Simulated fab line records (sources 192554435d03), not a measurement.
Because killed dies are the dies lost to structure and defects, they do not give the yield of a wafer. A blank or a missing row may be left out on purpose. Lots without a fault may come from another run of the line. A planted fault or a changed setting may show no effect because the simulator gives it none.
Split-lot trial	flow n5 finfet	21 wafers read from 7 lots, route of 1938 steps

== THE SPLIT ITSELF ==
At N5_BEOL_M5_TRENCH_ETCH_37 (etches SiCOH lowk in C4F6/O2, target depth 71.652 nm, time 24.7 s), the setting bias w was moved away from the recipe's 185 W on 11 of the 21 wafers read, by -16.3% to +17.0%. All remaining wafers had this setting at the recipe value.

== FROM THE SPLIT TO THE READING: what the file shows between them, 2 steps ==
- N5_BEOL_M5_ETCH_41: etches SiCN in CH3F/O2, target depth 31.5 nm, time 56.7 s (also split here: source w)
- N5_BEOL_M5_STRIP_91: strips in N2/H2, time 10 s

== THE READING ==
trench depth nm, in nm, at N5_BEOL_M5_OCD_MEAS_38. On this fab line, fault-free wafers typically give 70.9 nm with a standard deviation of 1.7 nm.

wafer	tool, chamber at the split	bias w as run, W	against the recipe	trench depth nm, nm	against lot-mates on the recipe
L076.2	rie diel-03, 1	185	recipe	69.2	-
L076.5	rie diel-03, 3	185	recipe	68.6	-
L076.6	rie diel-03, 0	185	recipe	70.7	-
L077.1	rie diel-02, 0	216.4	+17.0%	76.0	no lot-mate on the recipe
L077.2	rie diel-02, 1	216.4	+17.0%	73.3	no lot-mate on the recipe
L077.4	rie diel-02, 2	216.4	+17.0%	73.3	no lot-mate on the recipe
L082.1	rie diel-01, 3	194.9	+5.4%	74.3	+3.4
L082.4	rie diel-01, 0	185	recipe	70.9	-
L082.5	rie diel-01, 1	194.9	+5.4%	71.9	+1.0
L083.2	rie diel-01, 0	185	recipe	70.4	-
L083.3	rie diel-01, 1	185	recipe	71.7	-
L083.5	rie diel-01, 2	185	recipe	70.1	-
L090.1	rie diel-02, 3	161.5	-12.7%	70.4	-2.4
L090.2	rie diel-02, 0	185	recipe	72.8	-
L090.5	rie diel-02, 2	161.5	-12.7%	65.9	-6.9
L094.3	rie diel-02, 2	185	recipe	69.1	-
L094.4	rie diel-02, 3	207.1	+11.9%	75.7	+6.6
L094.6	rie diel-02, 0	207.1	+11.9%	75.6	+6.5
L096.1	rie diel-01, 2	154.9	-16.3%	64.7	-7.8
L096.2	rie diel-01, 0	154.9	-16.3%	66.8	-5.7
L096.5	rie diel-01, 3	185	recipe	72.5	-

FIT RESULTS
A straight line over all 21 wafers: trench depth nm changes by +0.265 nm for each +1% of bias w; r = +0.86; the points scatter about the line by 1.6 nm.
The same after taking each lot's own level away (the mean of its wafers on the recipe; 18 wafers): +0.439 nm for each +1%; r = +0.95; scatter 1.2 nm.
Per that fit: largest bias w move, reading shift of 7.4 nm.
The lots' own levels span 69.10 to 72.80 nm, that is 2.2 times the standard deviation above.
So the slope is not independent of the lot-to-lot level: the two fits are not the same.
Check: with one of the wafers moved furthest among these (-16.3%) left out of the fit, the line predicts -6.55 nm for it against its lot-mates. It came out at -7.8 nm against them.
Tool readings at the split's step, against how far the setting was moved: rf vpp V r = +0.96.

== THESE WAFERS: OTHER SPLITS ==
Before the reading, these wafers also passed through other splits. Each is held against what the fit with the lots' levels taken away leaves over:
other split on the same wafers	wafers away from the commonest value	r with trench depth nm (lot level and that fit taken away)
N5_BEOL_M0_CUTY_DESCUM_61 time s	9	+0.06
N5_BEOL_M0_ETCH_128 source w	6	+0.11
N5_BEOL_M1_COAT_73 spin rpm	8	-0.02
N5_BEOL_M2_DESCUM_16 time s	7	-0.15
N5_BEOL_M2_COAT_67 spin rpm	7	-0.21
N5_BEOL_M3_COAT_22 spin rpm	9	-0.14
N5_BEOL_M5_COAT_22 spin rpm	2	+0.20
N5_BEOL_M5_ETCH_41 source w	3	-0.17

== THE WHOLE CHAIN: every reading that the file lists as answering this split, in the file's order ==
step	what it does	reading	change (the file's fit)	r (the file's)
N5_BEOL_M5_TRENCH_ETCH_37	etches SiCOH lowk in C4F6/O2, target depth 71.652 nm, time 24.7 s	rf vpp V	+4.78 V for each +1% of the setting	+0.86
N5_BEOL_M5_TRENCH_ETCH_37	etches SiCOH lowk in C4F6/O2, target depth 71.652 nm, time 24.7 s	etch.depth nm (the simulator's own value, which no gauge read)	+0.419 nm for each +1% of the setting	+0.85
N5_BEOL_M5_TRENCH_ETCH_37	etches SiCOH lowk in C4F6/O2, target depth 71.652 nm, time 24.7 s	BEOL_M5.feature depth nm (the simulator's own value, which no gauge read)	+0.421 nm for each +1% of the setting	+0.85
N5_BEOL_M5_OCD_MEAS_38		trench depth nm	+0.436 nm for each +1% of the setting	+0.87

== THE FILE'S OWN FIT ==
trench depth nm changes by +0.436 nm for each +1% of bias w, r = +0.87.
